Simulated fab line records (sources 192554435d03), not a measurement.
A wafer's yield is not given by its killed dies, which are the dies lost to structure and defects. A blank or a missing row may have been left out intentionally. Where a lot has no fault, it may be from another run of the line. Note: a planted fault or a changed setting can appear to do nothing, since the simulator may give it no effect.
Split-lot trial + flow n5Finfet + 39 wafers read across 7 lots, on a route 1938 steps long

THE SPLIT
At N5_SD_EPI_N_ETCH_45 (etches SiOCN in CH3F/O2, target depth 6 nm), the setting targetDepthA was moved away from the recipe's 60 angstrom on 18 of the 39 wafers read, by -47.0% to -18.4%. This setting was run at the recipe's value on the other wafers.

The reading is taken at the split's own step.

THE READING
etch.depthNm (the simulator's own value, which no gauge read), in nm, at N5_SD_EPI_N_ETCH_45 (etches SiOCN in CH3F/O2, target depth 6 nm). The file does not state a usual value for it. Here, 21 wafers ran the recipe; their average is 6.013 nm with a standard deviation of 0.12 nm.

| wafer  | tool, chamber at the split | targetDepthA as run, angstrom | against the recipe | etch.depthNm, nm | against lot-mates on the recipe |
|--------|----------------------------|-------------------------------|--------------------|------------------|---------------------------------|
| L074.1 | rieDiel-06, 1              | 60                            | recipe             | 6.153            | -                               |
| L074.2 | rieDiel-06, 0              | 48.87                         | -18.6%             | 4.941            | -1.163                          |
| L074.3 | rieDiel-06, 3              | 60                            | recipe             | 6.068            | -                               |
| L074.4 | rieDiel-06, 3              | 60                            | recipe             | 6.092            | -                               |
| L074.5 | rieDiel-06, 1              | 48.87                         | -18.6%             | 5.011            | -1.093                          |
| L074.6 | rieDiel-06, 0              | 48.87                         | -18.6%             | 4.936            | -1.168                          |
| L075.1 | rieDiel-05, 0              | 60                            | recipe             | 5.986            | -                               |
| L075.2 | rieDiel-05, 2              | 31.8                          | -47.0%             | 3.195            | -2.785                          |
| L075.3 | rieDiel-05, 3              | 31.8                          | -47.0%             | 3.109            | -2.871                          |
| L075.4 | rieDiel-05, 3              | 60                            | recipe             | 5.93             | -                               |
| L075.5 | rieDiel-05, 0              | 60                            | recipe             | 6.024            | -                               |
| L075.6 | rieDiel-05, 2              | 31.8                          | -47.0%             | 3.211            | -2.769                          |
| L082.2 | rieDiel-06, 2              | 60                            | recipe             | 6.17             | -                               |
| L082.3 | rieDiel-06, 3              | 60                            | recipe             | 6.087            | -                               |
| L082.6 | rieDiel-06, 3              | 60                            | recipe             | 6.056            | -                               |
| L088.1 | rieDiel-06, 1              | 60                            | recipe             | 6.132            | -                               |
| L088.2 | rieDiel-06, 2              | 60                            | recipe             | 6.108            | -                               |
| L088.3 | rieDiel-06, 0              | 60                            | recipe             | 6.044            | -                               |
| L088.4 | rieDiel-06, 3              | 46.54                         | -22.4%             | 4.713            | -1.382                          |
| L088.5 | rieDiel-06, 0              | 46.54                         | -22.4%             | 4.712            | -1.383                          |
| L088.6 | rieDiel-06, 1              | 46.54                         | -22.4%             | 4.749            | -1.346                          |
| L089.1 | rieDiel-04, 2              | 60                            | recipe             | 5.871            | -                               |
| L089.2 | rieDiel-04, 3              | 60                            | recipe             | 6.147            | -                               |
| L089.3 | rieDiel-04, 0              | 36.49                         | -39.2%             | 3.542            | -2.437                          |
| L089.4 | rieDiel-04, 3              | 36.49                         | -39.2%             | 3.726            | -2.253                          |
| L089.5 | rieDiel-04, 0              | 36.49                         | -39.2%             | 3.531            | -2.448                          |
| L089.6 | rieDiel-04, 2              | 60                            | recipe             | 5.919            | -                               |
| L094.1 | rieDiel-05, 0              | 48.93                         | -18.4%             | 4.894            | -1.039                          |
| L094.2 | rieDiel-05, 1              | 48.93                         | -18.4%             | 4.845            | -1.088                          |
| L094.3 | rieDiel-05, 3              | 60                            | recipe             | 5.868            | -                               |
| L094.4 | rieDiel-05, 2              | 48.93                         | -18.4%             | 4.851            | -1.082                          |
| L094.5 | rieDiel-05, 2              | 60                            | recipe             | 5.986            | -                               |
| L094.6 | rieDiel-05, 1              | 60                            | recipe             | 5.945            | -                               |
| L096.1 | rieDiel-04, 2              | 37.91                         | -36.8%             | 3.728            | -2.170                          |
| L096.2 | rieDiel-04, 1              | 37.91                         | -36.8%             | 3.882            | -2.016                          |
| L096.3 | rieDiel-04, 3              | 37.91                         | -36.8%             | 3.844            | -2.054                          |
| L096.4 | rieDiel-04, 0              | 60                            | recipe             | 5.768            | -                               |
| L096.5 | rieDiel-04, 3              | 60                            | recipe             | 6.145            | -                               |
| L096.6 | rieDiel-04, 0              | 60                            | recipe             | 5.78             | -                               |

FIT RESULTS
A straight line over all 39 wafers: etch.depthNm changes by +0.0604 nm for each +1% of targetDepthA; r = +1.00; the points scatter about the line by 0.1 nm.
The same after taking each lot's own level away (the mean of its wafers on the recipe; 39 wafers): +0.0593 nm for each +1%; r = +1.00; scatter 0.085 nm.
On that fit, the largest move of targetDepthA shifts the reading by 2.8 nm.
Measured against the standard deviation above, the lots' own levels, which go from 5.8977 to 6.1043 nm, span 1.7 times it.
The two slopes are in agreement: the lot-to-lot level therefore moves the slope only a little.
Check: -2.79 nm against its lot-mates is what the line predicts for one of the wafers moved furthest among these (-47.0%) when that wafer is left out of the fit. It came out at -2.78 nm against them.

FURTHER SPLITS ON THESE WAFERS
Before the reading, these wafers also passed through other splits. Each is held against what the fit with the lots' levels taken away leaves over:
| other split on the same wafers | wafers away from the commonest value | r with etch.depthNm (lot level and that fit taken away) |
|--------------------------------|--------------------------------------|---------------------------------------------------------|
| N5_ZERO_LAYER_PECVD_02 timeS   | 18                                   | -0.16                                                   |
| N5_FIN_SAQP_ETCH_65 timeS      | 18                                   | +0.17                                                   |

FILE'S OWN FIT
etch.depthNm changes by +0.0594 nm for each +1% of targetDepthA, r = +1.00.
